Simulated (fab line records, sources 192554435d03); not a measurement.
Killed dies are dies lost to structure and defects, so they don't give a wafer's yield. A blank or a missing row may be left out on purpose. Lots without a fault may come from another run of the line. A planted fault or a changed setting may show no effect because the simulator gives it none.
Which tool did it? | flow n5_finfet | 12 lots, 36 wafers sampled, at 1 step of a route of 1938

WHAT THE GAUGES READ, wafer by wafer
N5_BEOL_M4_CD_MEAS_28: target cd 26.2 nm, target cd y 24.1 nm.
lot  | measured     | on        | cd_nm (nm)
L076 | day 8 02:31  | cd_sem-03 | 26.11 26.47 26.45
L074 | day 8 11:25  | cd_sem-02 | 26.46 26.17 26.10
L078 | day 8 16:36  | cd_sem-02 | 26.56 26.20 26.61
L081 | day 9 07:24  | cd_sem-02 | 26.46 26.50 26.53
L083 | day 10 01:00 | cd_sem-01 | 26.12 26.29 26.40
L085 | day 10 09:55 | cd_sem-02 | 26.51 26.38 25.92
L087 | day 11 00:02 | cd_sem-03 | 25.98 26.38 26.51
L089 | day 11 11:00 | cd_sem-01 | 27.08 26.29 26.56
L090 | day 11 20:08 | cd_sem-03 | 26.24 26.12 26.52
L094 | day 12 15:08 | cd_sem-01 | 26.63 26.08 26.24
L095 | day 13 00:55 | cd_sem-03 | 26.42 26.23 25.85
L097 | day 13 07:16 | cd_sem-03 | 26.46 26.26 26.36

WHICH TOOL RAN EACH LOT (tool, then ch and the chambers of the sampled wafers, then the start)
The record holds no process step before these readings.

THE ANSWER, worked out from the rows above alone
Rule: what is usual is taken from the lots themselves. Put in order of their means at a reading, lots are off if they are a third of the lots or fewer, leave a main group of 4 or more, and stand apart from it by a gap of 3 or more times the standard deviation of the main group's means; of several such gaps the widest counts. A main group whose means are all the same, to the digits that the tables above print for the reading, isn't used. A lot without any number at a reading at which 4 lots or more have one is off too. The other lots that the step has rows for count as sound.
No lot is off at any reading shown: from this, nothing can be told.

WHAT THE SIMULATOR HAD PUT IN
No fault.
